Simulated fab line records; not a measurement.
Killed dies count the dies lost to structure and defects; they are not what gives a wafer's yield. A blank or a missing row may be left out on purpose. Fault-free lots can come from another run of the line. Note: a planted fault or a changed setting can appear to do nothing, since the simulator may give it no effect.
One fault through the eyes of 2 desks -- flow nandHarc -- each desk holds nothing but its own numbers, with what lay behind them at the end

== METROLOGY DESK ==
What the gauges read for every lot (on any tool): the sampled wafers with a number, averaged. A lot is out of limits, marked OUT, if its mean lies more than 4 standard deviations from the usual mean; the brackets give that distance.
Columns: A = overlayXNm at NHARC_A_CONTACT_OVL_MEAS_43, usual 0.2 nm; B = overlayYNm at NHARC_A_CONTACT_OVL_MEAS_43, usual -0.3 nm
lot,first seen here,A,B
L561,day 21 17:41,0.1,-1.5
L562,day 22 10:02,0.9,0.3
L563,day 22 10:12,0.4,0.8
L564,day 22 11:36,-0.1,-0.7
L565,day 22 21:17,0.6,0.2
L566,day 23 07:07,0.7,-0.2
L567,day 23 07:58,-0.6,-1.3
L569,day 24 13:40,-0.9,0.6
L568,day 24 14:14,0.9,0.6
L573,day 26 10:10,-0.5,0.0
L576,day 27 23:31,0.8,0.3
L575,day 28 00:13,-1.3,-1.8
L582,day 30 02:11,0.1,-0.5
This desk's finding: nothing out of limits on any of the 13 lots.

== DESK OF THE TOOL OWNER: rieDiel-10 ==
The tool's own readings at NHARC_A_CONTACT_ETCH_51 (etches the open film in O2/COS, target depth 7000 nm, time 1820 s): means of the sampled wafers that have a number, for each lot that ran on this tool. A lot is out of limits, marked OUT, if its mean lies more than 4 standard deviations from the usual mean; the brackets give that distance.
Columns: A = drypumpMotorCurrentA at NHARC_A_CONTACT_ETCH_51, usual 5.8 A; B = o2FlowSccm at NHARC_A_CONTACT_ETCH_51, usual 400.0 sccm; C = oesProductAu at NHARC_A_CONTACT_ETCH_51, usual 1.000 a.u.; D = rfVppV at NHARC_A_CONTACT_ETCH_51, usual 313.2 V; E = showerheadPlenumPTorr at NHARC_A_CONTACT_ETCH_51, usual 3.05 Torr; F = throttleValvePct at NHARC_A_CONTACT_ETCH_51, usual 28.330 %
lot,first seen here,A,B,C,D,E,F
L561,day 21 18:47,5.7,400.3,1.015,313.6,3.05,28.326
L563,day 22 11:04,5.7,401.7,1.008,314.1,3.06,28.333
L566,day 23 07:57,5.8,400.1,1.015,312.6,3.06,28.330
L576,day 28 00:21,5.7,320.2 (-61) OUT,0.995,311.8,2.57,25.243 (-99 or more) OUT
L575,day 28 02:11,5.7,319.6 (-62) OUT,0.995,313.4,2.62,25.244 (-99 or more) OUT
This desk's verdict: out of limits on L575, L576, starting with L576 at day 28 00:21 (o2FlowSccm at NHARC_A_CONTACT_ETCH_51). Within limits: L561, L563, L566.

== ALL TOGETHER ==
The tool owner's desk had the chance to raise an alarm at day 28 00:21 on L575, L576.
From the metrology desk's view, nothing was out of limits.
The metrology desk has L575, L576 on record, within its limits.
On rieDiel-10, each named lot ran NHARC_A_CONTACT_ETCH_51.

== WHAT THE SIMULATOR PUT IN ==
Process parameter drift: rieDiel-10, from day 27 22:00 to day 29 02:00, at NHARC_A_CONTACT_ETCH_51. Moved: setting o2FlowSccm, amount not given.
Struck lots among those shown: L575, L576.
How many hours passed from the start of the fault until each desk's first out-of-limits reading: the tool owner's desk, 2.
